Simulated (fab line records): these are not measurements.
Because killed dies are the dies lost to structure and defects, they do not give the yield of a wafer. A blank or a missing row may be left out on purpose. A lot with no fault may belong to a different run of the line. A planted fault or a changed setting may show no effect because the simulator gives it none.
A lot that was struck, set against a sound lot || flow n5-finfet || 17 out of 1938 route steps
Sound: these wafers, L607.1, L607.5, L607.6. The struck wafers were L606.2, L606.5, L606.6. The cause comes at the end.
Order at every step that has rows: each side's tool, ch and its chambers, its first start. Under that, the readings that differ: sound wafers || struck wafers || difference of the means || sigmas: that difference in standard deviations of wafers without a fault.
alike: readings whose means differ by less than 2 such deviations, and words and numbers that are the same on both sides. not compared: withheld readings, readings that some wafer has no value for, bounds like >300 that may hide the same value, and numbers for which the record gives no deviation and whose values overlap.
A row with sigmas, a row that says differs or no value, or rows on one side alone: a step with any of these is where the two part. Non-overlapping numbers with no deviation appear without sigmas and do not part them. A reading that every wafer of one side lacks parts them only if that side has two wafers or more.

first, 2 steps without rows for these wafers: N5_SDB_PRECLEAN_23 (cleans in dHF, time 30 s); N5_SDB_DUMMY_REMOVE_24 (chemistry TMAH, target poly-Si, stops on SiO2, target depth 142 nm, time 57 s, rinse time 30 s).
N5_SDB_ETCH_25: etches SiO2 in C4F6/O2, target depth 10 nm, time 3.3 s.
  sound on rie-diel-04 ch 0,1, day 8 14:59; struck on rie-diel-02 ch 0,1,3, day 8 13:10
  alike: O2_flow_sccm, drypump-motor-current-A, oes-product-au, rf-vpp-V, showerhead-plenum-p-Torr, throttle-valve-pct
  not compared: rf-hours-counter-h
N5_SDB_CUT_ETCH_26: etches Si in HBr/Cl2/O2, target depth 129.6 nm, bt time 20 s, time 51.8 s.
  sound on rie-si-03 ch 0,3, day 8 15:04; struck on rie-si-01 ch 0,1,2, day 8 13:15
  alike: O2_flow_sccm, drypump-motor-current-A, oes-product-au, throttle-valve-pct
  not compared: rf-hours-counter-h
then, 3 steps without rows for these wafers: N5_SDB_PRECLEAN_38 (cleans in dHF, time 10 s); N5_SDB_PRECLEAN_39 (cleans in O3/DIW, time 45 s); N5_SDB_SRD_28 (time 30 s).
N5_SDB_ALD_29: deposits SiNx, target thk 30 nm, pulse time 1 s, ald cycles 600.
  sound on ald-sin-01 ch 2,3, day 8 16:13; struck on ald-sin-01 ch 1,2,3, day 8 13:26
  alike: heater-power-w, precursor-pulse-height-rel
  not compared: since-wet-clean-h
N5_SDB_CMP_30: polishes, stops on poly-Si, t overpolish 1.54 s, target thk 30 nm.
  sound on cmp-04 ch 0,3, day 8 18:57; struck on cmp-04 ch 0,1, day 8 16:13
  alike: motor-current-A, overpolish-run-s, time-to-endpoint-s
N5_SDB_THK_MEAS_31:
  sound on film-metro-02 at day 8 19:14; struck on film-metro-02 at day 8 16:28
  alike: SDB_THK
N5_DUMMY_REMOVAL_HM_STRIP_01: strips SiNx in CH3F/O2, stops on poly-Si, target depth 4 nm, time 6.8 s.
  sound on rie-diel-01 ch 0,1,2, day 8 19:19; struck on rie-diel-01 ch 0,1,2, day 8 16:39
  alike: CH3F_flow_sccm, O2_flow_sccm, drypump-motor-current-A, oes-product-au, rf-vpp-V, showerhead-plenum-p-Torr, throttle-valve-pct
  not compared: rf-hours-counter-h
N5_DUMMY_REMOVAL_STRIP_10: strips in N2/H2, time 40 s.
  sound on rie-diel-01 ch 0,1,2, day 8 19:20; struck on rie-diel-01 ch 0,1,2, day 8 16:41
  no value came back on the struck wafers for any of 8 readings (bias-power-w (W), chamber-pressure-mTorr (mTorr) and others); on the sound wafers bias-power-w (W) reads 2.984 2.995 2.999
  not compared: rf-hours-counter-h
then, 3 steps without rows for these wafers: N5_DUMMY_REMOVAL_PRECLEAN_07 (cleans in dHF, time 30 s); N5_DUMMY_REMOVAL_DUMMY_REMOVE_02 (chemistry TMAH, target poly-Si, stops on SiO2, target depth 142 nm, time 57 s, rinse time 30 s); N5_DUMMY_REMOVAL_PRECLEAN_08 (cleans in NF3:NH3, afs cycles 2, time 20 s, sublimation time 60 s).
N5_BEOL_M4_RC_MEAS_101:
  the record has rows for the sound wafers here (prober-02 ch 0, day 13 07:52) and none for the struck ones
-- the record jumps here: 10 days lie between the struck wafers' starts before and after (it left off in module BEOL_M4 and takes up again in module PASSIVATION, whose first step shown is number 1936 of the route) --
N5_PASSIVATION_PROBE_49:
  record: rows for the struck wafers here (prober-01, day 18 23:14), none for the sound ones

WHERE THEY PART
First at N5_DUMMY_REMOVAL_STRIP_10; last, within this record, at N5_PASSIVATION_PROBE_49.

WHY: whatever the simulator had introduced
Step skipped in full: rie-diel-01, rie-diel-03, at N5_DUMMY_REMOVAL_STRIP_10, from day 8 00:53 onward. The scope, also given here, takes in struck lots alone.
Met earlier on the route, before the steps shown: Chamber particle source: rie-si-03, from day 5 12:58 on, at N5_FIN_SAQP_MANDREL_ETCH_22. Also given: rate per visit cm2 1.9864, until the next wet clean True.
